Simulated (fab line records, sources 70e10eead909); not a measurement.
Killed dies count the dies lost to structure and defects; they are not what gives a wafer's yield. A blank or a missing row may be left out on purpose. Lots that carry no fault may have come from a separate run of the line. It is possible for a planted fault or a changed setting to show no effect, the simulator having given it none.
8D (eight disciplines) problem report, filled in by code -- flow nand-harc -- the parts of the form that need people (team, actions taken, sign-off) are left out

## 1. PROBLEM STATEMENT
Wafers without a fault read 542, standard deviation 88; raw-defect-count at NHARC_THIN_TSV_INSPECT_40 reads a mean of 1682 on 6 wafers belonging to 2 lots. Measured from the usual mean, that is +13 standard deviations.
Earliest sighting: wafer L337.2 on defect-inspect-01 at day 31 15:02. Wafers with a number at this step in the record: 39, from 13 lots. The rule behind "out" and "out of limits": a value lying over 4 standard deviations away from the usual mean. The other wafers with a number count as sound.

## 2. WHAT IT IS, AND WHAT IT ISN'T
question,is,is not
which readings at this step,raw-defect-count,-
which lots,"L337, L339","L321, L325, L327, L328, L329, L331, L332, L334, L336, L343, L344"
which wafers of those lots,all that have a number,-
read on which gauges,"defect-inspect-01, defect-inspect-02",-
when,from day 31 15:02,"up to then (27 sound wafers); but 6 sound wafers of L343, L344 came after"

## 3. SUSPECTS, AND WHAT RULES EACH OUT
Counting: any tool at a process step up to the reading is kept as a suspect provided that every lot that is out went through it and no sound lot did after the first of them.
- the gauge at NHARC_THIN_TSV_INSPECT_40: ruled out. The wafers that are out were read on 2 gauges (defect-inspect-01, defect-inspect-02).
- plasma-asher-02 at NHARC_THIN_TSV_STRIP_45 (strips in O2): kept. It ran every lot that is out, first L337 (day 31 04:55), and no sound lot after that; its last sound lot up to then is L334 (day 29 02:52).
- wet-bench-08 at NHARC_THIN_TSV_STRIP_57 (strips in post etch residue remover, time 1200 s): kept. It ran every lot that is out, first L337 (day 31 10:38), and no sound lot after that; its last sound lot up to then is L336 (day 29 20:25).
Remaining after the count are plasma-asher-02 at NHARC_THIN_TSV_STRIP_45 and wet-bench-08 at NHARC_THIN_TSV_STRIP_57.

## 4. THE CAUSE (what the simulator had put in)
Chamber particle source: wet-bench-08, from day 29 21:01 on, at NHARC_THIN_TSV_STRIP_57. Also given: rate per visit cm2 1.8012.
2 suspects survive the count, and this tool is in that group.

## 5. THE CHAIN OF EFFECTS, in route order
Each row: a reading where the mean over the struck wafers with a number is more than 3 standard deviations away from the usual. Readings are gone through only where the record gives a usual standard deviation; hours: the median, over the lots, of the time from a lot's start at the first step in this table giving one to that lot's start at this step; sigmas: the change measured in usual standard deviations.
hours,step,reading,usual,on struck wafers,change,sigmas
0,NHARC_THIN_TSV_INSPECT_40,raw-defect-count,542,1682,+1140,+13
6,NHARC_END_SORT_01,defect-limited-yield,90 %,79,-11,-3.5
6,NHARC_END_SORT_01,killed-at-other,0.8,70.3,+69.5,+63
6,NHARC_END_SORT_01,killed-dies,64,140,+76,+3.6

## 6. HOW IT WOULD HAVE BEEN CAUGHT EARLIER
The first out-of-limits reading at a measuring or inspecting step in this record came at day 31 15:02, 42 hours after the fault's start at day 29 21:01.
All the lots that are out (2) had begun NHARC_THIN_TSV_STRIP_57 on wet-bench-08 by day 31 15:02. A hold on the tool at that time would have spared none of them.
